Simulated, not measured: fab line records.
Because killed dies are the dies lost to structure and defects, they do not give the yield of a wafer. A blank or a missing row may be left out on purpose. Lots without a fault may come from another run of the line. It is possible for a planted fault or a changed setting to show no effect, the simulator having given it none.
Comparing a struck lot with a sound one	flow n5Finfet	39 steps out of a route of 1938
Sound: the wafers L530.1, L530.3, L530.5. Struck: wafers L540.2, L540.4 (left out: L540.3, a lot-mate that was not struck); the cause follows at the end.
At each step with rows: each side's tool, then ch and its chambers, then its first start. Under that, the readings that differ: sound wafers	struck wafers	difference of the means	sigmas: that difference in standard deviations of wafers without a fault.
alike: a reading whose means differ by less than 2 such deviations, as well as words and numbers matching on both sides. not compared: withheld readings; readings where some wafer has no value; bounds like >300 that might hide an equal value; numbers whose values overlap and for which the record gives no deviation.
Wherever a step has rows on one side only, a row that says differs or no value, or a row with sigmas, the two part there. When numbers do not overlap yet have no deviation, they are printed without sigmas and do not part them. A reading missing from all wafers of one side parts the sides only when that side holds two or more wafers.

first, 10 steps without rows for these wafers: N5_PMOS_HMC_CHANNEL_EPI_PRECLEAN_37 (cleans in O3/DIW, time 45 s); N5_PMOS_HMC_CHANNEL_EPI_PRECLEAN_24 (cleans in DHF, time 30 s); N5_PMOS_HMC_CHANNEL_EPI_SRD_25 (time 30 s); N5_PMOS_HMC_CHANNEL_EPI_EPI_26 (deposits Si from SiH4/H2, target thk 3.8 nm, time 22.7 s); N5_FIN_SAQP_PRECLEAN_42 (cleans in O3/DIW, time 60 s); N5_FIN_SAQP_PRECLEAN_00 (cleans in SC1, time 60 s); N5_FIN_SAQP_PRECLEAN_44 (cleans in SC2, time 45 s); N5_FIN_SAQP_SRD_01 (time 30 s); N5_FIN_SAQP_ALD_61 (deposits SiO2, target thk 4 nm, pulse time 1 s, purge time 2 s); N5_FIN_SAQP_DENSIFY_62 (time 60 s).
N5_FIN_SAQP_HM_DEP_03: deposits SiNx from SiH4/NH3/N2, target thk 38 nm, time 33.6 s.
  sound on pecvd-02 ch 1, day 2 15:17; struck on pecvd-02 ch 1,2, day 5 06:24
reading	sound	struck	difference	sigmas
model.SiNx_of_FIN_SAQP_HM_DEP_03.thkNm (nm)	37.22 37.71 38.17	32.78 33.93	-4.34	
  alike: heaterPowerW, showerheadPlenumPTorr, throttleValvePct
N5_FIN_SAQP_THK_MEAS_05:
  sound on filmMetro-01, day 2 15:24; struck on filmMetro-01, day 5 06:29
reading	sound	struck	difference	sigmas
thkNm (nm)	37.2 37.7 38.2	32.8 34.0	-4.3	-7
then, 24 steps without rows for these wafers: N5_FIN_SAQP_PECVD_47 (deposits a-Si from SiH4/He, target thk 45 nm, time 36.3 s); N5_FIN_SAQP_PECVD_48 (deposits SiNx from SiH4/NH3/N2, target thk 25 nm, time 22.1 s); N5_FIN_SAQP_PECVD_06 (deposits a-Si from SiH4/He, target thk 60 nm, time 48.1 s); N5_FIN_SAQP_HM_DEP_72 (deposits SiO2 from SiH4/N2O, target thk 12 nm, time 7.2 s); N5_FIN_SAQP_COAT_49 (time 60 s, resist thk 100 nm); N5_FIN_SAQP_COAT_50 (time 60 s, resist thk 35 nm); N5_FIN_SAQP_COAT_10 (resist thk 90 nm); N5_FIN_SAQP_EBR_12; N5_FIN_SAQP_SOFTBAKE_11 (time 60 s); N5_FIN_SAQP_EXPOSE_13 (exposes mask FIN CORE, target cd 35.6 nm); N5_FIN_SAQP_PEB_14 (peb time 60 s); N5_FIN_SAQP_DEVELOP_15 (develop time 30 s); N5_FIN_SAQP_DESCUM_21 (chemistry O2, time 7.9 s); N5_FIN_SAQP_ETCH_51 (etches SiARC in CF4, target depth 45.5 nm, time 75.8 s); N5_FIN_SAQP_ETCH_52 (etches SOC in N2/H2, target depth 100 nm, overetch 20 nm, time 150 s); N5_FIN_SAQP_STRIP_53 (strips in N2/H2); N5_FIN_SAQP_HM_OPEN_73 (chemistry CHF3/O2, target SiO2, stops on a-Si, target depth 12 nm, time 16.8 s); N5_FIN_SAQP_STRIP_74 (strips in CHF3/O2); N5_FIN_SAQP_MANDREL_ETCH_22 (etches a-Si in HBr/Cl2, stops on SiNx, target depth 60 nm, bt time 10 s, time 30 s); N5_FIN_SAQP_STRIP_55 (strips in N2/H2); N5_FIN_SAQP_STRIP_23 (strips in SPM, time 750 s); N5_FIN_SAQP_SRD_66 (time 30 s); N5_FIN_SAQP_RECESS_75 (chemistry HF/NH3, target SiO2, target depth 14.4 nm, afs cycles 3, sublimation time 60 s); N5_FIN_SAQP_SPACER1_ALD_24 (deposits SiO2, target thk 20.3 nm, pulse time 1 s, purge time 2 s).
N5_FIN_SAQP_HM_OPEN_33: chemistry CH3F/O2, target SiNx, target depth 49.4 nm, time 70.6 s.
  sound on rieDiel-03 ch 0,1,3, day 2 19:56; struck on rieDiel-05 ch 0,1, day 5 14:21
reading	sound	struck	difference	sigmas
etchRfOnTimeS (s)	67.9 68.3 69.1	58.8 62.6	-7.7	-5
model.etch.depthNm (nm)	36.59 37.08 37.54	32.15 33.01	-4.49	
  alike: biasW, drypumpMotorCurrentA, oes_f_703_au, oesProductAu, rfVppV, showerheadPlenumPTorr, throttleValvePct
  not compared: rfHoursCounterH
N5_STI_FIN_REVEAL_RECESS_09: chemistry HF/NH3, target SiO2, afs cycles 11, target depth 42.5 nm, sublimation time 60 s.
  sound on vaporEtch-01 ch 0,1, day 3 06:34; struck on vaporEtch-01 ch 0,1, day 5 23:12
reading	sound	struck	difference	sigmas
model.SiNx_of_FIN_SAQP_HM_DEP_03.thkNm (nm)	17.8 17 18.6	13.2 14	-4.2	
  alike: drypumpMotorCurrentA, tempC
-- record jumps: 5 days separate the struck wafers' starts on either side; left off in module STI_FIN_REVEAL, taken up again in module BEOL_M4, whose first shown step is the route's number 1111 --
N5_BEOL_M4_RC_MEAS_101:
  sound on prober-01 ch 0, day 8 12:38; struck on prober-01 ch 0, day 11 11:01
  alike: DIBL_N, DIBL_P, IOFF_N, IOFF_P, ION_N, ION_P, SS_N, SS_P, VT_N, VT_P

## WHERE THEY PART
At N5_FIN_SAQP_THK_MEAS_05 first; at N5_FIN_SAQP_HM_OPEN_33 last (within this record only). Later steps at which nothing parts them and some readings are alike: N5_STI_FIN_REVEAL_RECESS_09, N5_BEOL_M4_RC_MEAS_101.

WHY: whatever the simulator had introduced
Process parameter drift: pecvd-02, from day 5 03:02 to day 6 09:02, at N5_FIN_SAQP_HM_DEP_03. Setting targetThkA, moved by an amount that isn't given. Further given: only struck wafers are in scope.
